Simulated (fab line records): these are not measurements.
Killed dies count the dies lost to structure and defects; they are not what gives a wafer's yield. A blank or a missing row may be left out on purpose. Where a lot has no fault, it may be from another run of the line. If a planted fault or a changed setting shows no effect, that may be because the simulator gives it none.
Matching of chambers :: flow nandHarc :: cmp-04 running NHARC_P_BONDPAD_CMP_32: 4 sister chambers
The step polishes SiCN, target thk 200 nm. 4 wafers are shown with their chamber, then 11 later ones without.

== EACH WAFER AND ITS CHAMBER ==
wafer: L083.5
chamber: 1
motorCurrentA (A): 11.2

wafer: L086.5
chamber: 3
motorCurrentA (A): 13.5

wafer: L086.6
chamber: 2
motorCurrentA (A): 13.9

wafer: L088.2
chamber: 0
motorCurrentA (A): 12.1

== WAFERS MISSING THEIR CHAMBER ==
wafer: L088.4
motorCurrentA (A): 14.2

wafer: L088.5
motorCurrentA (A): 11.4

wafer: L093.3
motorCurrentA (A): 14.8

wafer: L093.5
motorCurrentA (A): 14.7

wafer: L093.6
motorCurrentA (A): 13.9

wafer: L095.3
motorCurrentA (A): 14.9

wafer: L095.4
motorCurrentA (A): 11.1

wafer: L095.6
motorCurrentA (A): 13.5

wafer: L096.3
motorCurrentA (A): 11.9

wafer: L096.4
motorCurrentA (A): 13.7

wafer: L096.5
motorCurrentA (A): 13.5

== WHICH CHAMBER EACH WENT THROUGH ==
wafer: L088.4
from the rows above: can't be placed: 2 or 3
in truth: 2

wafer: L088.5
from the rows above: can't be placed: 1 or 0
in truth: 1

wafer: L093.3
from the rows above: can't be placed: 2 or 3
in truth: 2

wafer: L093.5
from the rows above: can't be placed: 2 or 3
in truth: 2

wafer: L093.6
from the rows above: can't be placed: 2 or 3
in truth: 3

wafer: L095.3
from the rows above: can't be placed: 2 or 3
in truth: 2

wafer: L095.4
from the rows above: can't be placed: 1 or 0
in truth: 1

wafer: L095.6
from the rows above: can't be placed: 3 or 2
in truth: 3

wafer: L096.3
from the rows above: can't be placed: 0 or 1
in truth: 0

wafer: L096.4
from the rows above: can't be placed: 3 or 2
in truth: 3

wafer: L096.5
from the rows above: can't be placed: 3 or 2
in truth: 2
Correct placement for 0 of the 11. From these rows, 11 cannot be placed; in 11 the true chamber is one of the candidates. Placed wrongly: 0.
How it was worked out, from the rows above alone: a wafer's distance from a chamber is the root of the sum, over the readings, of the square of ((its reading less the chamber's mean) divided by the reading's scatter). If the next closest chamber is less than 2 further off than the closest, the wafer can't be placed; otherwise it belongs to the closest. A chamber's mean is the mean of its shown wafers. The scatter (one wafer shown for each chamber): square how far every hidden wafer sits from the nearest shown wafer, average those squares and take the square root.
